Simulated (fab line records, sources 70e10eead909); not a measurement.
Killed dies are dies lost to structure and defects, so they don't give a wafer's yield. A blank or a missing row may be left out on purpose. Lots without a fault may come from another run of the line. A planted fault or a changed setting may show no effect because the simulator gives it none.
Chamber matching | flow nand_harc | NHARC_A_BONDPAD_CMP_19 on cmp-01: 4 sister chambers
The step polishes, t overpolish 30 s, cu recess touch 16 s, target thk 169.82 nm. 4 wafers are shown with their chamber, then 7 later ones without.

WAFERS WITH THEIR CHAMBER
wafer  | chamber | motor_current_A (A)
L080.3 | 2       | 11.1
L081.2 | 3       | 10.8
L084.1 | 0       | 9.3
L084.3 | 1       | 10.0

WAFERS WITHOUT THEIR CHAMBER
wafer  | motor_current_A (A)
L084.6 | 10.9
L086.4 | 9.0
L086.5 | 9.5
L086.6 | 10.3
L094.2 | 10.9
L094.4 | 10.8
L094.6 | 9.8

WHICH CHAMBER EACH WENT THROUGH
wafer  | from the rows above     | in truth
L084.6 | can't be placed: 3 or 2 | 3
L086.4 | 0                       | 0
L086.5 | can't be placed: 0 or 1 | 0
L086.6 | can't be placed: 1 or 3 | 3
L094.2 | can't be placed: 3 or 2 | 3
L094.4 | can't be placed: 3 or 2 | 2
L094.6 | can't be placed: 1 or 0 | 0
Placed correctly: 1 of 7. Can't be placed from these rows: 6 (the true chamber is among the candidates in 6). Placed wrongly: 0.
How it was worked out, from the rows above alone: a wafer's distance from a chamber is the root of the sum, over the readings, of the square of ((its reading less the chamber's mean) divided by the reading's scatter). The wafer belongs to the nearest chamber; if the next one is less than 2 further off, it can't be placed. A chamber's mean is the mean of its shown wafers. The scatter: with one shown wafer a chamber, the root of the mean of the squares of how far each hidden wafer lies from its nearest shown one.
